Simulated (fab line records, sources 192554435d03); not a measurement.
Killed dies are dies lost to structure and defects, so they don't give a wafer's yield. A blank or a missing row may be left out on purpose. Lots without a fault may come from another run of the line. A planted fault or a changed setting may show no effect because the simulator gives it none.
fab line records | flow n5_finfet
record lots=7 wafers=21
route steps=1938 shown BEOL_M10@1512 BEOL_M11@1554
start_h: hours from the record's first day to the start of the lot's first wafer shown | wait_h: hours since the lot's step before | " the same as in the row above | L1.1+2: a row that stands for several wafers | - no value, or no start given | * or withheld: withheld | < > ~ a bound
route shown NAME@n: a module of which the file shows steps, and the number in the route of the first | usual: mean/standard deviation of fault-free wafers | same: alike in all rows | chamber/n: place in a boat | sites: the reading at each site | _std_site: their standard deviation | _edge_site: outer sites' mean less inner sites' | radius_mm: how far each site lies from the wafer's centre | mask NAME#n: copy n | behind: the tool/chamber that last shaped the wafer | hold: why the lot was held/for how many hours/how that ended | device: the transistor (n, p or np) that didn't switch | end of line: the same wafers' tests at the end of the route | a step without rows: its recipe alone | killed: dies lost to structure and defects at the first sort, not the wafer's yield | map: a wafer's dies, x killed, . not, _ none there
set.NAME: the setting as run; set.NAME@STEP: as run at that earlier step | model.NAME: the simulator's own value behind a step, which no gauge read
lots whose settings were changed on purpose; a table a step, a row a wafer
## steps
# step N5_BEOL_M10_TRENCH_ETCH_37
# recipe chemistry=C4F6/O2 target_depth_a=1488.3 target=SiCOH_lowk time_s=48 ion_energy_ev=250 pressure_mtorr=30 source_w=345 bias_w=185 Ar_flow_sccm=300 C4F6_flow_sccm=10 O2_flow_sccm=10
# columns lot.wafer tool chamber start_h wait_h set.time_s model.etch.depth_nm model.BEOL_M10.feature_depth_nm
L079.3 rie_diel-04 1 - - 48 148.8 148.8
L079.5 " 2 " " 48 150.5 150.6
L079.6 " 0 " " 51.2 160.8 160.8
L086.2 rie_diel-05 0 - - 48 148 148
L086.3 " 2 " " 48 142.5 142.4
L086.6 " 2 " " 57.67 171.9 171.8
L088.2 rie_diel-03 1 - - 48 149.9 149.8
L088.4 " 0 " " 48 148.7 148.8
L088.6 " 1 " " 48 149.7 149.6
L091.1 rie_diel-04 1 - - 38.63 118.2 118.2
L091.4 " 0 " " 38.63 121.5 121.6
L091.6 " 2 " " 48 151.4 151.4
L092.1 rie_diel-04 2 - - 48 150.4 150.4
L092.3 " 0 " " 44.53 138.8 138.8
L092.6 " 0 " " 48 150.6 150.6
L095.2 rie_diel-04 2 - - 48 149.5 149.4
L095.4 " 3 " " 48 148.9 148.8
L095.5 " 0 " " 48 149.9 150
L097.3 rie_diel-05 1 - - 48 142.3 142.2
L097.4 " 0 " " 48 148.2 148.2
L097.5 " 1 " " 48 141.1 141.2
# step N5_BEOL_M10_ETCH_41
# recipe chemistry=CH3F/O2 target=SiCN target_depth_a=426 taper_deg=2 time_s=86 ion_energy_ev=120 mask_material=TiN pressure_mtorr=30 source_w=395 bias_w=75 Ar_flow_sccm=150 CH3F_flow_sccm=30 O2_flow_sccm=20
# step N5_BEOL_M10_STRIP_77
# recipe chemistry=N2/H2 time_s=10 power_w=450 temp_c=40 pressure_mtorr=20 rf_frequency_hz=6e+07 bias_power_w=7 n2_flow_sccm=200 h2_flow_sccm=200
# step N5_BEOL_M10_OCD_MEAS_38
# usual trench_depth_nm=148/3.2
# columns lot.wafer tool chamber start_h wait_h set.time_s@BEOL_M10_TRENCH_ETCH_37 trench_depth_nm
L079.3 ocd-02 - 254.09 - 48 149
L079.5 " - " " 48 151
L079.6 " - " " 51.2 161
L086.2 ocd-02 - 291.02 - 48 148
L086.3 " - " " 48 142
L086.6 " - " " 57.67 172
L088.2 ocd-02 - 300.40 - 48 150
L088.4 " - " " 48 149
L088.6 " - " " 48 149
L091.1 ocd-02 - 318.56 - 38.63 118
L091.4 " - " " 38.63 122
L091.6 " - " " 48 152
L092.1 ocd-02 - 328.74 - 48 150
L092.3 " - " " 44.53 139
L092.6 " - " " 48 151
L095.2 ocd-01 - 342.72 - 48 149
L095.4 " - " " 48 150
L095.5 " - " " 48 150
L097.3 ocd-02 - 346.41 - 48 142
L097.4 " - " " 48 148
L097.5 " - " " 48 141
# step N5_BEOL_M10_ALD_74
# recipe material=TaN target_thk_a=20 temp_c=275 ald_precursor_family=PDMAT ald_co_reactant=NH3 pressure_torr=3 carrier_flow_sccm=1500 pulse_time_s=2 purge_time_s=3 co_reactant_purge_time_s=2 co_reactant_pulse_time_s=3 ald_cycles=40 precursor_vessel_temp_c=75 precursor_vessel_pressure_torr=26.25 precursor_vessel_carrier_sccm=1000
# columns lot.wafer tool chamber start_h wait_h set.ald_cycles
L079.3 ald_metal-03 3 254.79 0.0 40
L079.5+6 " 0,1 " " 46
L086.2+6 ald_metal-01 2,0 292.56 0.0 45
L086.3 " 3 " " 40
L088.2+4+6 ald_metal-01 1,2,3 301.60 0.1 40
L091.1 ald_metal-01 2 319.67 0.0 40
L091.4+6 " 3,1 " " 46
L092.1+3 ald_metal-03 1,3 329.70 0.3 45
L092.6 " 3 " " 40
L095.2+4+5 ald_metal-04 1,0,0 343.40 0.1 40
L097.3+4+5 ald_metal-04 3,1,2 347.67 0.3 40
# step N5_BEOL_M10_SURFACE_TREAT_76
# recipe gas=Ar time_s=* ion_energy_ev=* ion_current_ma_cm2=0.5 pressure_mtorr=* ar_flow_sccm=30
# step N5_BEOL_M10_CVD_75
# recipe material=Co target_thk_a=20 temp_c=withheld precursor=CCTBA/H2 pressure_torr=30 time_s=138.9
# step N5_BEOL_M10_ECD_50
# recipe material=Cu target_thk_a=3180
# step N5_BEOL_M10_ANNEAL_51
# recipe temp_c=225 time_s=90 ambient=N2
# step N5_BEOL_M10_CMP_52
# recipe stop_on=SiCOH_lowk t_overpolish_s=7 down_force_psi=1 platen_rpm=50 clearing_platen_down_force_psi=1.5 clearing_platen_rpm=50 post_cmp_clean=cu_alkaline target_thk_nm=140 clearing_platen_pad_velocity_m_s=0.99484 pad_velocity_m_s=0.99484
# columns lot.wafer tool chamber start_h wait_h set.time_s@BEOL_M10_TRENCH_ETCH_37 model.Cu_of_BEOL_M10_ECD_50.thk_nm
L079.3 cmp-04 1 256.57 0.3 48 139.8
L079.6 " 2 " " 51.2 149.8
L079.5 " 3 " " 48 140.4
L086.2 cmp-04 3 294.10 0.2 48 140.2
L086.3 " 2 " " 48 132.8
L086.6 " 0 " " 57.67 162.8
L088.4+2 cmp-02 1,2 302.63 0.1 48 140.6
L088.6 " 2 " " 48 142
L091.1 cmp-02 3 320.69 0.3 38.63 109.8
L091.4 " 1 " " 38.63 114.2
L091.6 " 2 " " 48 144.6
L092.1 cmp-04 0 332.13 0.3 48 141.6
L092.3 " 2 " " 44.53 129.4
L092.6 " 3 " " 48 140.4
L095.4+2+5 cmp-04 2,3,3 345.89 0.2 48 140.2
L097.3 cmp-02 0 349.99 0.2 48 132.2
L097.4 " 3 " " 48 137.6
L097.5 " 0 " " 48 130.8
# step N5_BEOL_M10_THK_MEAS_53
# recipe thk_meas_gauge=xrf reads=Cu_of_BEOL_M10_ECD_50
# usual M10_THK=140/3.3
# columns lot.wafer tool chamber start_h wait_h set.time_s@BEOL_M10_TRENCH_ETCH_37 M10_THK[nm]
L079.3 film_metro-01 - 256.75 - 48 140
L079.5 " - " " 48 141
L079.6 " - " " 51.2 150
L086.2 film_metro-01 - 294.39 - 48 140
L086.3 " - " " 48 133
L086.6 " - " " 57.67 163
L088.2 film_metro-01 - 302.92 - 48 142
L088.4 " - " " 48 141
L088.6 " - " " 48 142
L091.1 film_metro-01 - 320.94 - 38.63 110
L091.4 " - " " 38.63 114
L091.6 " - " " 48 144
L092.1 film_metro-02 - 332.39 - 48 142
L092.3 " - " " 44.53 130
L092.6 " - " " 48 140
L095.2 film_metro-02 - 346.18 - 48 140
L095.4 " - " " 48 140
L095.5 " - " " 48 140
L097.3 film_metro-01 - 350.28 - 48 133
L097.4 " - " " 48 138
L097.5 " - " " 48 131
# step N5_BEOL_M10_PRE_CLEAN_55
# recipe gas=NH3 time_s=15 temp_c=withheld rf_power_w=300
# step N5_BEOL_M10_DEP_56
# recipe material=SiCN target_thk_a=150 temp_c=withheld precursor=3MS/NH3 pressure_torr=3 rf_w=202 time_s=26.5
# step N5_BEOL_M10_RS_MEAS_57
# recipe thk_meas_gauge=four-point-probe reads=Cu_of_BEOL_M10_ECD_50+Co_of_BEOL_M10_CVD_75+TaN_of_BEOL_M10_ALD_74
# usual M10_RS=0.152/0.0038
# columns lot.wafer tool chamber start_h wait_h set.time_s@BEOL_M10_TRENCH_ETCH_37 M10_RS[ohm/sq]
L079.3 film_metro-01 - 256.89 0.1 48 0.151
L079.5 " - " " 48 0.150
L079.6 " - " " 51.2 0.140
L086.2 film_metro-01 - 294.53 0.1 48 0.151
L086.3 " - " " 48 0.160
L086.6 " - " " 57.67 0.128
L088.2 film_metro-01 - 303.06 0.1 48 0.150
L088.4 " - " " 48 0.151
L088.6 " - " " 48 0.148
L091.1 film_metro-01 - 321.08 0.1 38.63 0.198
L091.4 " - " " 38.63 0.190
L091.6 " - " " 48 0.146
L092.1 film_metro-02 - 332.52 0.1 48 0.149
L092.3 " - " " 44.53 0.165
L092.6 " - " " 48 0.151
L095.2 film_metro-01 - 346.32 0.1 48 0.151
L095.4 " - " " 48 0.151
L095.5 " - " " 48 0.151
L097.3 film_metro-01 - 350.42 0.1 48 0.161
L097.4 " - " " 48 0.154
L097.5 " - " " 48 0.163
# step N5_BEOL_M11_ETCH_62
# recipe chemistry=N2/H2 target=SOC target_depth_a=1100 overetch_a=220 mask_material=SiARC temp_c=40 time_s=165 ion_energy_ev=200 pressure_mtorr=30 source_w=840 bias_w=150 n2_flow_sccm=200 h2_flow_sccm=200
# columns lot.wafer tool chamber start_h wait_h set.time_s model.SiARC_of_BEOL_M11_COAT_60.thk_nm
L079.3+5+6 rie_diel-02 3,3,2 260.30 0.0 165 23.6
L086.2 rie_diel-06 2 299.11 0.0 153.9 23.8
L086.3 " 3 " " 165 23.4
L086.6 " 0 " " 153.9 23.6
L088.2+6 rie_diel-01 1 305.85 0.0 165 23.4
L088.4 " 2 " " 165 23.8
L091.1 rie_diel-02 1 322.54 0.0 165 23.4
L091.4 " 0 " " 165 23.6
L091.6 " 0 " " 192.6 22.2
L092.1 rie_diel-06 0 335.22 0.0 165 23.8
L092.3 " 2 " " 145.3 24.4
L092.6 " 2 " " 165 23.6
L095.2 rie_diel-06 0 349.89 0.0 178.4 22.8
L095.4 " 1 " " 178.4 23.2
L095.5 " 0 " " 165 23.4
L097.3 rie_diel-02 2 351.84 0.0 165 23.4
L097.4 " 1 " " 148.8 24
L097.5 " 2 " " 148.8 24.2
# step N5_BEOL_M11_STRIP_68
# recipe chemistry=N2/H2 temp_c=40 n2_flow_sccm=200 h2_flow_sccm=200 rf_frequency_hz=6e+07
# step N5_BEOL_M11_STRIP_67
# recipe chemistry=CF4 resist=SiARC power_w=300 bias_power_w=75 pressure_mtorr=50 cf4_flow_sccm=150 rf_frequency_hz=6e+07
# step N5_BEOL_M11_HM_OPEN_17
# recipe chemistry=Cl2/BCl3 target_depth_a=200 overetch_a=60 target=TiN mask_material=SOC ion_energy_ev=150 pressure_mtorr=10 icp_w=1000 bias_w=126 Cl2_flow_sccm=53.25 bcl3_flow_sccm=21.75 Ar_flow_sccm=25
# columns lot.wafer tool chamber start_h wait_h set.time_s@BEOL_M11_ETCH_62 model.etch.depth_nm
L079.3 rie_metal-02 1 260.52 0.1 165 20.03
L079.5 " 1 " " 165 20.01
L079.6 " 0 " " 165 19.94
L086.2 rie_metal-01 1 299.30 0.0 153.9 20.18
L086.3 " 1 " " 165 20.19
L086.6 " 1 " " 153.9 20.31
L088.2 rie_metal-03 0 306.03 0.0 165 20.31
L088.4 " 0 " " 165 20.07
L088.6 " 0 " " 165 20.12
L091.1 rie_metal-01 1 322.72 0.0 165 20.02
L091.4 " 0 " " 165 20.03
L091.6 " 1 " " 192.6 17.31
L092.1 rie_metal-01 0 335.41 0.0 165 19.92
L092.3 " 0 " " 145.3 19.69
L092.6 " 0 " " 165 19.89
L095.2 rie_metal-01 1 350.07 0.0 178.4 18.79
L095.4 " 1 " " 178.4 18.9
L095.5 " 0 " " 165 19.98
L097.3 rie_metal-03 1 352.06 0.1 165 20.26
L097.4 " 0 " " 148.8 19.95
L097.5 " 0 " " 148.8 20.33
# step N5_BEOL_M11_COAT_22
# recipe resist=CAR-ArF spin_rpm=1500 resist_thk_nm=90
# columns lot.wafer tool chamber start_h wait_h set.spin_rpm model.CAR-ArF_of_BEOL_M11_COAT_22.thk_nm
L079.3 litho_track-02 0 - - 1500 89.8
L079.5 " 0 " " 1500 90.2
L079.6 " 0 " " 1605 87
L086.2 litho_track-02 0 - - 1639 86.2
L086.3+6 " 0 " " 1500 90.4
L088.2+4 litho_track-02 0 - - 1500 90
L088.6 " 0 " " 1500 89.6
L091.1 litho_track-03 0 - - 1379 93.8
L091.4 " 0 " " 1500 89.8
L091.6 " 0 " " 1500 89.6
L092.1 litho_track-01 0 - - 1500 90.4
L092.3 " 0 " " 1500 90.8
L092.6 " 0 " " 1500 90.6
L095.2 litho_track-03 0 - - 1500 90.4
L095.4 " 0 " " 1500 90.6
L095.5 " 0 " " 1576 88.4
L097.3 litho_track-02 0 - - 1500 90
L097.4+5 " 0 " " 1500 90.2
# step N5_BEOL_M11_EBR_24
# recipe solvent=PGMEA ebr_width_mm=1.5
# step N5_BEOL_M11_SOFTBAKE_23
# recipe temp_c=110 time_s=60 resist=CAR-ArF
# step N5_BEOL_M11_EXPOSE_25
# recipe mask_id=V10 na=1.35 source_shape=annular sigma_inner=0.5 sigma_outer=0.8 polarization=unpolarized dose_mj=85.5
# step N5_BEOL_M11_PEB_26
# recipe peb_temp_c=withheld peb_time_s=60 resist=CAR-ArF
# step N5_BEOL_M11_DEVELOP_27
# recipe develop_time_s=30 developer=TMAH resist=CAR-ArF rinse_liquid=diw dry=air_spin dev_temp_c=23
# columns lot.wafer tool chamber start_h wait_h set.spin_rpm@BEOL_M11_COAT_22 model.CAR-ArF_of_BEOL_M11_COAT_22.thk_nm
L079.3 litho_track-01 0 - - 1500 88
L079.5 " 0 " " 1500 88.6
L079.6 " 0 " " 1605 85.4
L086.2 litho_track-03 0 - - 1639 84.6
L086.3+6 " 0 " " 1500 88.6
L088.2+4 litho_track-03 0 - - 1500 88.2
L088.6 " 0 " " 1500 88
L091.1 litho_track-02 0 - - 1379 92.2
L091.4+6 " 0 " " 1500 88
L092.1 litho_track-03 0 - - 1500 88.8
L092.3+6 " 0 " " 1500 89
L095.2 litho_track-02 0 - - 1500 88.6
L095.4 " 0 " " 1500 88.8
L095.5 " 0 " " 1576 86.6
L097.3 litho_track-01 0 - - 1500 88.2
L097.4 " 0 " " 1500 88.4
L097.5 " 0 " " 1500 88.6
# step N5_BEOL_M11_DESCUM_33
# recipe chemistry=O2 time_s=7.9 source_power_w=50 bias_power_w=20 pressure_mtorr=20 rf_frequency_hz=2.712e+07 temp_c=40 resist=CAR-ArF o2_flow_sccm=225
# step N5_BEOL_M11_ETCH_65
# recipe chemistry=CF4 target=SiARC target_depth_a=390 mask_material=CAR-ArF time_s=65 ion_energy_ev=80 pressure_mtorr=40 source_w=545 bias_w=36 Ar_flow_sccm=100 cf4_flow_sccm=100 ends=cleared
# columns lot.wafer tool chamber start_h wait_h set.spin_rpm@BEOL_M11_COAT_22 model.CAR-ArF_of_BEOL_M11_COAT_22.thk_nm
L079.3 rie_diel-01 0 261.94 0.0 1500 55.2
L079.5 " 0 " " 1500 55.8
L079.6 " 3 " " 1605 52.6
L086.2 rie_diel-02 0 303.96 0.0 1639 51.6
L086.3 " 3 " " 1500 55.6
L086.6 " 2 " " 1500 55.8
L088.2+4 rie_diel-06 1,2 307.53 0.0 1500 55.4
L088.6 " 0 " " 1500 55.2
L091.1 rie_diel-02 2 325.48 0.0 1379 59.2
L091.4+6 " 0 " " 1500 55.4
L092.1 rie_diel-06 1 336.24 0.0 1500 56
L092.3+6 " 2 " " 1500 56.2
L095.2 rie_diel-06 2 350.66 0.0 1500 55.8
L095.4 " 0 " " 1500 56.2
L095.5 " 2 " " 1576 54
L097.3 rie_diel-06 1 353.46 0.0 1500 55.6
L097.4+5 " 2,0 " " 1500 55.8
## key
split step=N5_BEOL_M10_TRENCH_ETCH_37 setting=time_s stated=48 by=wafer
response step=N5_BEOL_M10_TRENCH_ETCH_37 reading=model.etch.depth_nm change=+1.48 per=1% r=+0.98
response step=N5_BEOL_M10_TRENCH_ETCH_37 reading=model.BEOL_M10.feature_depth_nm change=+1.48 per=1% r=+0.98
response step=N5_BEOL_M10_OCD_MEAS_38 reading=trench_depth_nm change=+1.49 per=1% r=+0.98
response step=N5_BEOL_M10_CMP_52 reading=model.Cu_of_BEOL_M10_ECD_50.thk_nm change=+1.49 per=1% r=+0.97
response step=N5_BEOL_M10_THK_MEAS_53 reading=M10_THK change=+1.48 per=1% r=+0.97
response step=N5_BEOL_M10_RS_MEAS_57 reading=M10_RS change=-0.00188 per=1% r=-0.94
split step=N5_BEOL_M10_ALD_74 setting=ald_cycles stated=40 by=wafer
response none clear
split step=N5_BEOL_M11_ETCH_62 setting=time_s stated=165 by=wafer
response step=N5_BEOL_M11_ETCH_62 reading=model.SiARC_of_BEOL_M11_COAT_60.thk_nm change=-0.0671 per=1% r=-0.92
response step=N5_BEOL_M11_HM_OPEN_17 reading=model.etch.depth_nm shape=bent at_lowest=19.69 at_stated=20.06 at_highest=17.31
split step=N5_BEOL_M11_COAT_22 setting=spin_rpm stated=1500 by=wafer
response step=N5_BEOL_M11_COAT_22 reading=model.CAR-ArF_of_BEOL_M11_COAT_22.thk_nm change=-0.459 per=1% r=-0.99
response step=N5_BEOL_M11_DEVELOP_27 reading=model.CAR-ArF_of_BEOL_M11_COAT_22.thk_nm change=-0.452 per=1% r=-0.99
response step=N5_BEOL_M11_ETCH_65 reading=model.CAR-ArF_of_BEOL_M11_COAT_22.thk_nm change=-0.439 per=1% r=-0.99
